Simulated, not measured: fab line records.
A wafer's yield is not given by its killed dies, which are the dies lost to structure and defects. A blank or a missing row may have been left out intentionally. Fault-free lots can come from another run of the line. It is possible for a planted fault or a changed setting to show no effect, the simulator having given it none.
Which of the tools did it? + flow n5Finfet + 36 wafers sampled from 12 lots at 1 step of a route of 1938

## WHAT EACH GAUGE READ, for each wafer
N5_BEOL_M12_INSPECT_30: inspects for defects (macro).
| lot  | measured     | on               | rawDefectCount |
|------|--------------|------------------|----------------|
| L078 | day 16 14:51 | defectInspect-02 | 2 3 1          |
| L079 | day 18 13:01 | defectInspect-01 | 1 1 3          |
| L080 | day 18 21:55 | defectInspect-01 | 3 1 4          |
| L076 | day 19 21:13 | defectInspect-02 | 1 1 4          |
| L083 | day 20 10:25 | defectInspect-02 | 2 1 0          |
| L085 | day 20 16:12 | defectInspect-02 | 3 1 2          |
| L091 | day 20 23:37 | defectInspect-02 | 2 1 0          |
| L090 | day 20 23:41 | defectInspect-02 | 1 2 3          |
| L089 | day 21 06:25 | defectInspect-01 | 3 0 3          |
| L093 | day 21 23:23 | defectInspect-02 | 4 1 2          |
| L094 | day 22 19:46 | defectInspect-01 | 2 0 1          |
| L097 | day 23 05:24 | defectInspect-01 | 2 3 2          |

## EACH LOT AND THE TOOL THAT RAN IT (in order: tool; ch and the chambers of the sampled wafers; start)
Before these readings, the record contains no process step.

## THE ANSWER, worked out from the rows above alone
Rule: usual is defined by the lots themselves. The widest of any qualifying gaps counts: lots, ordered by their means at a reading, are off when they make up no more than a third of the lots, leave a main group of 4 or more, and stand apart from it by 3 or more times the standard deviation of that group's means. A main group is skipped when, at the precision printed for the reading in the tables above, its means are all equal. Also off: a lot with no number at a reading for which 4 or more lots have one. All remaining lots with rows at the step are treated as sound.
Nothing can be told from this: no lot is off at any reading shown.

## WHAT HAD BEEN PUT IN BY THE SIMULATOR
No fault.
